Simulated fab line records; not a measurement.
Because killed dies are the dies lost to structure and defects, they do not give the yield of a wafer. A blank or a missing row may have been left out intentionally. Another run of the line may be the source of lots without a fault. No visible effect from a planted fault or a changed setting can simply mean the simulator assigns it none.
fab line records    flow n5-finfet
record lots=9  wafers=27  last-day=18
route steps=1938 shown BEOL_M0_SAQP@698 BEOL_M0_CUTY@713 BEOL_M0@726 BEOL_M4@1111 PASSIVATION@1936
lots that met no fault: taken from a fault-free run of the same line
start-h: hours from the record's first day to the start of the lot's first wafer shown    wait-h: how many hours have passed since the lot's step before this one    " the same as in the row above    L1.1+2: a single row standing in for several wafers    - no value, or no start given    * or withheld: withheld    < > ~ a bound
route shown NAME@n: NAME is a module with steps in the file, n the number in the route of the first one    usual: mean/standard deviation of fault-free wafers    same: alike in all rows    chamber/n: place in a boat    sites: readings site by site    _std_site: standard deviation of those values    _edge_site: mean of outer sites minus mean of inner sites    radius-mm: for every site, how far away it sits from the centre of the wafer    mask NAME#n: copy n    behind: tool/chamber where the wafer was last shaped    hold: the reason the lot was held/the length of the hold in hours/how it ended    device: transistor that didn't switch, given as n, p or np    end of line: tests run on the same wafers once the route is complete    a step with no rows: only its recipe    killed: count of dies lost to structure and defects at first sort (not the wafer's yield)    map: per-die view of a wafer (x killed, . not killed, _ where there is no die)
set.NAME: the setting that was run; set.NAME@STEP: the one run at that earlier step    model.NAME: the simulator's own value behind a step, which no gauge read
the route's steps for a sample of lots (tables are steps, rows are wafers)
services: the hour from which a tool's chamber was out of use, counted from the record's first day as start-h (under 0 if before that day), plus the number of hours and why
## steps
# step N5_BEOL_M0_SAQP_ALD_48
# recipe material=SiO2  target-thk-a=200  temp-c=100  ald-precursor-family=BDEAS  ald-co-reactant=O2-plasma  pulse-time-s=1  co-reactant-pulse-time-s=1  purge-time-s=2  co-reactant-purge-time-s=2  ald-cycles=139  pressure-torr=2
# usual heater-power-outer-w=41/5.1  heater-power-w=78/7.7  precursor-pulse-height-rel=1.001/0.019
# same ald-cycles=139
lot.wafer  tool        chamber  start-h  wait-h  heater-power-outer-w  heater-power-w  precursor-pulse-height-rel
L626.2     ald-sin-02  2        118.73   0.0     40                    72              0.997
L626.3     "           3        "        "       40                    75              0.986
L626.5     "           1        "        "       39                    73              0.999
L630.2     ald-sin-02  2        144.12   0.1     40                    72              1.005
L630.3     "           0        "        "       35                    68              0.988
L630.4     "           3        "        "       42                    73              0.978
L633.1     ald-sin-04  2        160.87   0.9     47                    85              0.989
L633.5     "           2        "        "       46                    88              0.980
L633.6     "           1        "        "       45                    81              0.977
L634.1     ald-sin-04  2        165.15   0.0     47                    86              1.000
L634.3     "           0        "        "       33                    71              1.010
L634.4     "           1        "        "       45                    82              0.976
L635.1     ald-sin-04  0        175.36   0.0     33                    71              0.995
L635.3     "           1        "        "       46                    81              0.936
L635.6     "           1        "        "       45                    82              1.013
L644.2     ald-sin-02  2        226.15   0.0     40                    72              0.966
L644.4     "           3        "        "       41                    74              0.983
L644.5     "           1        "        "       37                    74              0.969
L646.1     ald-sin-02  1        234.90   0.1     39                    75              1.004
L646.4     "           2        "        "       41                    71              0.987
L646.5     "           2        "        "       40                    71              1.006
L647.2     ald-sin-04  2        246.29   0.6     47                    87              1.001
L647.4     "           0        "        "       34                    72              1.020
L647.6     "           0        "        "       33                    71              0.980
L648.4     ald-sin-01  3        256.75   0.0     42                    76              0.994
L648.5     "           1        "        "       37                    73              1.003
L648.6     "           0        "        "       39                    78              1.044
# step N5_BEOL_M0_SAQP_ETCH_49
# recipe chemistry=CF4/O2  target-depth-a=370  target=SiO2  pressure-mtorr=40  source-w=535  bias-w=49  Ar_flow_sccm=100  cf4-flow-sccm=100  O2_flow_sccm=10  ion-energy-ev=100
# usual O2_flow_sccm=10.00/0.032  bias-w=48.98/0.14  drypump-motor-current-A=5.9/0.39  oes-product-au=0.75/0.072  rf-vpp-V=241/3.5  showerhead-plenum-p-Torr=2.23/0.057  throttle-valve-pct=15.92/0.28
lot.wafer  tool         chamber  start-h  wait-h  O2_flow_sccm  bias-w  drypump-motor-current-A  oes-product-au  rf-hours-counter-h  rf-vpp-V  showerhead-plenum-p-Torr  throttle-valve-pct
L626.2     rie-diel-03  1        119.26   0.3     10.02         48.84   5.7                      0.72            174                 239       2.29                      16.01
L626.3     "            0        "        "       10.03         49.01   6.2                      0.71            210                 244       2.27                      16.14
L626.5     "            1        "        "       9.96          48.88   5.7                      0.72            -                   237       2.29                      16.00
L630.2     rie-diel-04  1        144.65   0.3     10.03         48.78   6.3                      0.76            133                 239       2.30                      15.80
L630.3     "            0        "        "       10.00         48.72   6.1                      0.88            55                  246       2.24                      15.41
L630.4     "            3        "        "       9.97          48.86   5.3                      0.75            176                 241       2.28                      16.12
L633.1     rie-diel-03  1        161.39   0.3     10.00         48.68   5.7                      0.71            193                 237       2.28                      16.04
L633.5     "            1        "        "       10.01         48.78   5.8                      0.71            -                   238       2.28                      16.03
L633.6     "            0        "        "       10.00         48.97   6.2                      0.69            -                   243       2.26                      16.18
L634.1     rie-diel-06  0        165.67   0.3     10.03         48.90   5.4                      0.71            186                 244       2.20                      16.29
L634.3     "            3        "        "       9.94          48.90   6.0                      0.71            193                 235       2.10                      16.13
L634.4     "            2        "        "       9.98          48.99   5.5                      0.81            74                  239       2.14                      15.76
L635.1     rie-diel-03  0        175.89   0.3     10.00         49.11   6.2                      0.69            234                 243       2.26                      16.21
L635.3     "            1        "        "       10.03         48.81   5.7                      0.71            199                 237       2.28                      16.05
L635.6     "            1        "        "       10.03         48.67   5.8                      0.71            -                   238       2.28                      16.05
L644.2     rie-diel-03  1        226.69   0.3     10.02         49.16   5.7                      0.68            214                 239       2.28                      16.10
L644.4     "            3        "        "       10.02         48.84   6.3                      0.91            -                   242       2.24                      15.36
L644.5     "            1        "        "       10.06         48.82   5.7                      0.68            -                   239       2.28                      16.09
L646.1     rie-diel-04  3        235.52   0.4     9.94          49.01   5.4                      0.72            204                 239       2.27                      16.19
L646.4     "            3        "        "       9.97          49.21   5.4                      0.73            -                   240       2.27                      16.19
L646.5     "            0        "        "       10.02         49.02   6.1                      0.83            -                   248       2.23                      15.45
L647.2     rie-diel-03  0        246.82   0.3     9.96          49.06   6.2                      1.01            0                   243       2.25                      15.73
L647.4     "            2        "        "       10.05         49.00   5.7                      0.81            92                  240       2.15                      15.73
L647.6     "            3        "        "       10.04         48.92   6.3                      0.90            -                   243       2.24                      15.37
L648.4     rie-diel-03  0        257.27   0.3     10.01         49.11   6.2                      0.99            2                   244       2.25                      15.73
L648.5     "            3        "        "       10.02         49.10   6.3                      0.89            -                   242       2.24                      15.35
L648.6     "            2        "        "       9.97          49.06   5.7                      0.81            -                   239       2.15                      15.71
# step N5_BEOL_M0_CUTY_ETCH_63
# recipe chemistry=N2/H2  target=SOC  target-depth-a=827  overetch-a=165  mask-material=SiARC  temp-c=40  ion-energy-ev=200  time-s=124  pressure-mtorr=30  source-w=840  bias-w=150  n2-flow-sccm=200  h2-flow-sccm=200
# usual bias-w=150.1/0.42  chamber-pressure-mTorr=29.999/0.028  drypump-motor-current-A=5.9/0.56  oes-product-au=0.65/0.071  rf-vpp-V=525.1/2.8  showerhead-plenum-p-Torr=2.59/0.094  throttle-valve-pct=17.73/0.21
lot.wafer  tool         chamber  start-h  wait-h  bias-w  chamber-pressure-mTorr  drypump-motor-current-A  oes-product-au  rf-hours-counter-h  rf-vpp-V  showerhead-plenum-p-Torr  throttle-valve-pct
L626.2     rie-diel-01  3        119.92   0.0     150.1   29.985                  5.1                      0.73            33                  523.5     2.49                      17.45
L626.3     "            2        "        "       150.5   30.006                  4.9                      0.60            171                 520.5     2.44                      17.87
L626.5     "            3        "        "       150.2   29.975                  5.1                      0.72            -                   523.4     2.49                      17.44
L630.2     rie-diel-02  1        145.47   0.0     149.9   30.006                  6.5                      0.78            10                  528.3     2.71                      17.43
L630.3     "            3        "        "       150.3   29.996                  6.0                      0.76            22                  528.2     2.70                      17.67
L630.4     "            0        "        "       149.3   30.011                  6.3                      0.59            194                 524.6     2.62                      17.50
L633.1     rie-diel-05  3        162.11   0.0     149.2   30.047                  6.3                      0.58            227                 520.4     2.40                      17.79
L633.5     "            0        "        "       150.9   29.961                  5.7                      0.56            -                   525.8     2.60                      18.02
L633.6     "            3        "        "       149.7   29.986                  6.2                      0.58            -                   521.0     2.40                      17.79
L634.1     rie-diel-02  2        166.34   0.0     -       -                       -                        -               -                   -         -                         -
L634.3     "            1        "        "       -       -                       -                        -               -                   -         -                         -
L634.4     "            0        "        "       -       -                       -                        -               -                   -         -                         -
L635.1     rie-diel-02  3        176.43   0.0     -       -                       -                        -               -                   -         -                         -
L635.3     "            0        "        "       -       -                       -                        -               -                   -         -                         -
L635.6     "            2        "        "       -       -                       -                        -               -                   -         -                         -
L644.2     rie-diel-05  0        227.35   0.0     149.3   30.026                  5.6                      0.85            0                   526.6     2.59                      17.66
L644.4     "            2        "        "       149.8   29.941                  5.6                      0.58            -                   526.5     2.62                      18.12
L644.5     "            1        "        "       150.6   30.041                  6.5                      0.58            -                   524.1     2.52                      17.57
L646.1     rie-diel-01  3        236.18   0.0     150.2   30.001                  5.1                      0.68            72                  520.1     2.48                      17.52
L646.4     "            1        "        "       150.7   29.958                  6.1                      0.65            113                 526.2     2.67                      17.94
L646.5     "            3        "        "       150.1   29.992                  5.1                      0.68            -                   522.9     2.48                      17.53
L647.2     rie-diel-02  3        247.66   0.0     150.5   29.986                  6.0                      0.71            54                  526.8     2.68                      17.75
L647.4     "            2        "        "       150.2   29.999                  5.7                      0.64            108                 524.2     2.57                      18.02
L647.6     "            1        "        "       149.9   30.021                  6.5                      0.73            -                   527.4     2.70                      17.49
L648.4     rie-diel-02  3        257.97   0.0     149.8   29.974                  6.0                      0.70            59                  528.2     2.68                      17.72
L648.5     "            1        "        "       149.3   30.026                  6.5                      0.71            -                   528.5     2.70                      17.48
L648.6     "            0        "        "       149.4   29.950                  6.3                      0.56            -                   526.6     2.61                      17.55
# step N5_BEOL_M0_ETCH_109
# recipe chemistry=CH3F/O2  target-depth-a=80  overetch-a=24  target=SiCN  time-s=27.4  ion-energy-ev=120  pressure-mtorr=30  source-w=395  bias-w=75  Ar_flow_sccm=150  CH3F_flow_sccm=30  O2_flow_sccm=20
# usual CH3F_flow_sccm=30.02/0.091  O2_flow_sccm=20.00/0.065  drypump-motor-current-A=6.0/0.53  oes-product-au=0.66/0.074  rf-vpp-V=297.7/1.7  showerhead-plenum-p-Torr=2.03/0.078  throttle-valve-pct=16.27/0.22
lot.wafer  tool         chamber  start-h  wait-h  CH3F_flow_sccm  O2_flow_sccm  drypump-motor-current-A  oes-product-au  rf-hours-counter-h  rf-vpp-V  showerhead-plenum-p-Torr  throttle-valve-pct
L626.2     rie-diel-02  2        122.01   0.1     30.14           20.03         5.7                      0.70            65                  299.3     2.01                      16.16
L626.3     "            0        "        "       30.11           19.96         6.2                      0.62            186                 297.8     2.07                      16.01
L626.5     "            1        "        "       30.08           20.02         6.5                      0.85            -                   299.9     2.13                      15.88
L630.2     rie-diel-05  3        156.16   0.0     30.06           19.97         6.2                      0.60            225                 294.1     1.89                      16.29
L630.3     "            2        "        "       29.78           20.00         5.6                      0.61            178                 300.1     2.09                      16.58
L630.4     "            0        "        "       30.08           20.01         5.6                      0.59            234                 297.3     2.07                      16.69
L633.1     rie-diel-02  1        162.98   0.0     30.15           19.92         6.5                      0.80            16                  298.0     2.13                      15.90
L633.5     "            1        "        "       30.09           20.05         6.5                      0.81            -                   298.2     2.13                      15.91
L633.6     "            2        "        "       30.01           19.88         5.7                      0.71            -                   298.9     2.01                      16.19
L644.2     rie-diel-02  1        229.34   0.0     30.03           20.01         6.5                      0.75            39                  299.8     2.12                      15.93
L644.4     "            3        "        "       29.98           20.07         6.0                      0.75            50                  300.2     2.13                      16.39
L644.5     "            3        "        "       30.02           19.98         6.0                      0.75            -                   297.1     2.13                      16.38
L646.1     rie-diel-05  1        239.84   0.0     29.97           19.92         6.5                      0.59            227                 296.9     1.96                      16.03
L646.4     "            0        "        "       30.02           20.05         5.6                      0.83            -                   298.5     2.06                      16.27
L646.5     "            1        "        "       29.87           19.97         6.5                      0.59            -                   296.3     1.96                      16.05
L647.2     rie-diel-05  0        250.24   0.1     29.99           19.91         5.6                      0.80            10                  298.3     2.06                      16.27
L647.4     "            0        "        "       30.04           20.03         5.6                      0.81            -                   296.7     2.06                      16.27
L647.6     "            1        "        "       29.92           20.13         6.5                      0.58            -                   296.6     1.96                      16.04
L648.4     rie-diel-02  3        260.40   0.0     29.92           20.02         6.0                      0.75            60                  299.9     2.13                      16.41
L648.5     "            3        "        "       29.90           20.01         6.0                      0.74            -                   299.7     2.13                      16.40
L648.6     "            0        "        "       30.30           20.15         6.2                      0.58            -                   298.2     2.05                      16.10
# step N5_BEOL_M4_RC_MEAS_101
# usual DIBL_N=36.3/1.8  DIBL_P=36.5/2.1  IOFF_N=0.16/0.031  IOFF_P=0.22/0.038  ION_N=677/12  ION_P=466/7.8  SS_N=71.5/0.61  SS_P=73.2/0.7  VT_N=249/3  VT_P=-248.9/3
lot.wafer  tool       chamber  start-h  wait-h  DIBL_N[mV/V]  DIBL_P[mV/V]  IOFF_N[nA/um]  IOFF_P[nA/um]  ION_N[uA/um]  ION_P[uA/um]  SS_N[mV/dec]  SS_P[mV/dec]  VT_N[mV]  VT_P[mV]
L626.2     prober-02  0        185.80   0.2     32.9          32.6          0.10           0.14           663           462           70.6          72.1          254       -253.9
L626.3     "          0        "        "       38.3          39.2          0.17           0.22           668           453           72.1          73.9          249       -248.2
L626.5     "          0        "        "       37.4          38.4          0.18           0.21           686           469           71.9          72.8          249       -249.4
L633.1     prober-02  0        226.11   0.0     36.3          36.3          0.14           0.18           665           455           71.3          73.1          252       -255.5
L633.5     "          0        "        "       34.8          34.0          0.12           0.15           664           455           71.0          72.9          256       -258.4
L633.6     "          0        "        "       38.2          39.1          0.18           0.22           693           465           70.9          74.1          249       -252.0
L630.2     prober-01  0        231.71   0.2     38.0          38.8          0.20           0.24           697           470           72.1          74.1          246       -249.7
L630.3     "          0        "        "       38.9          39.3          0.21           0.25           705           468           71.5          74.0          246       -250.0
L630.4     "          0        "        "       37.6          37.4          0.17           0.22           679           458           71.4          74.1          249       -252.2
L644.2     prober-01  0        284.47   0.2     38.0          37.9          0.18           0.22           666           456           71.7          74.5          249       -250.5
L644.4     "          0        "        "       38.1          39.2          0.18           0.24           680           475           72.4          73.8          248       -251.5
L644.5     "          0        "        "       37.2          37.7          0.17           0.21           685           466           71.8          73.5          246       -250.0
L646.1     prober-02  0        307.68   0.0     32.2          32.2          0.10           0.15           641           449           70.8          72.1          256       -254.0
L646.4     "          0        "        "       32.5          32.5          0.11           0.15           671           462           70.4          72.4          255       -252.8
L646.5     "          0        "        "       33.8          33.8          0.12           0.17           650           453           70.7          72.5          253       -252.0
L648.4     prober-01  0        313.39   0.5     34.1          35.5          0.14           0.20           680           469           71.8          72.6          250       -250.0
L648.5     "          0        "        "       34.1          34.8          0.14           0.19           661           457           71.4          72.4          249       -249.1
L648.6     "          0        "        "       38.3          40.8          0.23           0.31           698           477           71.7          73.5          245       -246.5
L647.2     prober-01  0        316.46   0.2     36.1          36.8          0.17           0.23           682           469           71.8          73.2          248       -249.1
L647.4     "          0        "        "       36.2          36.5          0.16           0.23           682           475           71.7          72.9          248       -246.7
L647.6     "          0        "        "       36.2          37.3          0.16           0.25           683           467           71.4          73.1          249       -244.5
# step N5_PASSIVATION_PROBE_49
# usual defect-limited-yield=91.2/1.5  killed_at_M0_to_M3=33/9.6  killed_at_M4_up=14/5.6  killed-at-contacts=14/5.5  killed-at-front-end=40/13  killed-at-other=4/3  killed-dies=104/17  killed-on-rim=14/4.3  killed-open=68/13  killed-short=33/7.2  sort_bin_5_function=5.2/0.95  sort_bin_6_memory=3.3/0.62  sort_bin_8_speed=0.00/0.012  sort-n-pass=1076/17  sort-yield-pct=91.2/1.5
# same gross-dies=1180  killed-at-back-side=0  sort_bin_4_leakage[%]=0
lot.wafer  tool       chamber  start-h  wait-h  defect-limited-yield[%]  killed_at_M0_to_M3  killed_at_M4_up  killed-at-contacts  killed-at-front-end  killed-at-other  killed-dies  killed-on-rim  killed-open  killed-short  sort_bin_5_function[%]  sort_bin_6_memory[%]  sort_bin_8_speed[%]  sort-n-pass  sort-yield-pct[%]
L633.1     prober-02  -        331.90   0.0     91.5                     41                  18               7                   34                   0                100          11             68           30            5.2                     3.1                   0                    1080         91.5
L633.5     prober-02  -        332.10   0.2     92.8                     23                  10               13                  37                   2                85           13             48           33            4.2                     2.8                   0                    1095         92.8
L633.6     prober-02  -        332.15   0.3     89.8                     54                  21               8                   35                   2                120          10             73           44            5.9                     3.6                   0                    1060         89.8
L635.1     prober-02  -        341.92   0.0     0                        1099                5                20                  54                   2                1180         152            69           29            95.8                    3.6                   0                    0            0
L635.3     prober-02  -        342.02   0.1     0                        1093                11               17                  54                   5                1180         152            81           32            96.0                    3.8                   0                    0            0
L635.6     prober-02  -        342.17   0.3     0                        1112                11               14                  42                   1                1180         152            71           29            97.1                    2.6                   0                    0            0
L634.1     prober-02  -        347.15   0.2     0                        1098                20               16                  41                   5                1180         152            77           31            96.5                    3.1                   0                    0            0
L634.3     prober-02  -        347.25   0.3     0                        1094                20               12                  48                   6                1180         152            86           39            96.0                    3.8                   0                    0            0
L634.4     prober-02  -        347.30   0.4     0                        1121                14               14                  30                   1                1180         152            56           28            97.0                    2.7                   0                    0            0
# killed by level:class
L633.1 BEOL_M2:geometric-particle:open=12 STI_FIN_REVEAL:geometric-particle:open=9 BEOL_M4:geometric-particle:open=8 FIN_SAQP:geometric-particle:short=7 BEOL_M1:geometric-particle:open=7 MOL_CONTACT_COAG:geometric-particle:open=6 BEOL_M0_SAQP:geometric-particle:short=6 ILD0:geometric-particle:short=5
L633.5 FIN_SAQP:geometric-particle:short=13 MOL_CONTACT_COAG:geometric-particle:open=12 BEOL_M0:geometric-particle:open=5 FIN_SAQP:geometric-particle:open=4 BEOL_M2:geometric-particle:short=4 STI_FIN_REVEAL:geometric-particle:open=4 ILD0:geometric-particle:short=4 BEOL_M0_SAQP:geometric-particle:short=4
L633.6 BEOL_M2:geometric-particle:open=14 BEOL_M0_SAQP:geometric-particle:short=13 BEOL_M0_SAQP:geometric-particle:open=10 FIN_SAQP:geometric-particle:short=9 BEOL_M3:geometric-particle:open=7 BEOL_M4:geometric-particle:open=7 BEOL_M2:geometric-particle:short=6 ILD0:geometric-particle:short=5
L635.1 BEOL_M0_CUTY:area-etch=1080 MOL_CONTACT_COAG:geometric-particle:open=17 STI_FIN_REVEAL:geometric-particle:open=14 FIN_SAQP:geometric-particle:short=7 FIN_SAQP:geometric-particle:open=6 DUMMY_GATE:geometric-particle:open=6 GATE_CUT:geometric-particle:short=6 BEOL_M1:geometric-particle:open=6
L635.3 BEOL_M0_CUTY:area-etch=1064 FIN_SAQP:geometric-particle:open=17 MOL_CONTACT_COAG:geometric-particle:open=13 BEOL_M1:geometric-particle:open=11 DUMMY_GATE:geometric-particle:open=8 STI_FIN_REVEAL:geometric-particle:open=6 DUMMY_GATE:geometric-particle:short=5 BEOL_M0_SAQP:geometric-particle:short=5
L635.6 BEOL_M0_CUTY:area-etch=1078 FIN_SAQP:geometric-particle:open=14 BEOL_M0_SAQP:geometric-particle:open=13 MOL_CONTACT_COAG:geometric-particle:open=11 BEOL_M1:geometric-particle:open=8 BEOL_M0_SAQP:geometric-particle:short=6 STARTING-WAFER:geometric-particle:open=5 FIN_SAQP:geometric-particle:short=4
L634.1 BEOL_M0_CUTY:area-etch=1070 MOL_CONTACT_COAG:geometric-particle:open=13 STI_FIN_REVEAL:geometric-particle:open=11 FIN_SAQP:geometric-particle:open=8 BEOL_M4:geometric-particle:open=8 BEOL_M0_SAQP:geometric-particle:open=7 BEOL_M3:geometric-particle:open=6 FIN_SAQP:geometric-particle:short=5
L634.3 BEOL_M0_CUTY:area-etch=1055 BEOL_M3:geometric-particle:open=15 STI_FIN_REVEAL:geometric-particle:open=13 MOL_CONTACT_COAG:geometric-particle:open=10 FIN_SAQP:geometric-particle:open=9 FIN_SAQP:geometric-particle:short=6 BEOL_M0_SAQP:geometric-particle:open=6 BEOL_M2:geometric-particle:open=6
L634.4 BEOL_M0_CUTY:area-etch=1093 MOL_CONTACT_COAG:geometric-particle:open=10 FIN_SAQP:geometric-particle:open=9 FIN_SAQP:geometric-particle:short=8 BEOL_M3:geometric-particle:open=8 BEOL_M0_SAQP:geometric-particle:short=8 STI_FIN_REVEAL:geometric-particle:open=4 MOL_CONTACT_COAG:geometric-particle:short=4
## services
tool         chamber  start-h  hours  kind
rie-diel-03  2        104.37   62.3   repair
rie-diel-05  2        107.24   8.5    repair
ald-sin-02   -        122.50   0.9    repair
rie-diel-04  -        122.71   2.8    pm
rie-diel-01  3        165.61   6.2    repair
rie-diel-03  3        166.76   -      clean
rie-diel-03  3        166.76   -      consumable-replace:focus-ring
rie-diel-03  3        166.76   20.0   scheduled-down
rie-diel-03  3        166.76   20.0   vent-cycle
rie-diel-01  1        200.33   1.6    repair
rie-diel-05  0        203.00   -      clean
rie-diel-05  0        203.00   -      consumable-replace:focus-ring
rie-diel-05  0        203.00   22.6   scheduled-down
rie-diel-06  0        211.47   8.5    repair
rie-diel-03  0        224.48   -      clean
rie-diel-03  0        224.48   -      consumable-replace:focus-ring
rie-diel-03  0        224.48   20.7   scheduled-down
rie-diel-03  0        224.48   20.7   vent-cycle
ald-sin-01   -        234.57   1.6    repair
ald-sin-04   2        235.80   1.5    repair
rie-diel-05  2        248.35   14.3   repair
rie-diel-01  2        252.54   8.2    repair
ald-sin-02   3        258.88   16.6   repair
ald-sin-01   1        260.23   6.8    repair
## key
first-sign step=N5_BEOL_M0_CUTY_ETCH_63  reading=tool-record  direction=missing
effect step=N5_PASSIVATION_PROBE_49  reading=killed_at_M0_to_M3  direction=up  sigmas=99+  usual=33  struck=1103
more-kills-born-at N5_BEOL_M0_CUTY_ETCH_63@rie-diel-02=6440
met-at N5_BEOL_M0_CUTY_ETCH_63
struck-lots L634,L635
later-rows-left-out L634.1,L634.3,L634.4,L635.1,L635.3,L635.6
not-acting-at N5_BEOL_M0_SAQP_ALD_48,N5_BEOL_M0_SAQP_ETCH_49,N5_BEOL_M0_ETCH_109
onset-between 145.47 166.34
fault kind=skipped-step-whole  tool=rie-diel-02  chamber=-  onset-h=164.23  steps=N5_BEOL_M0_CUTY_ETCH_63  scope=struck-lots-only
# later-rows-left-out: the simulator's readings of these wafers behind a module that went badly wrong aren't trusted and aren't shown, but for the sort
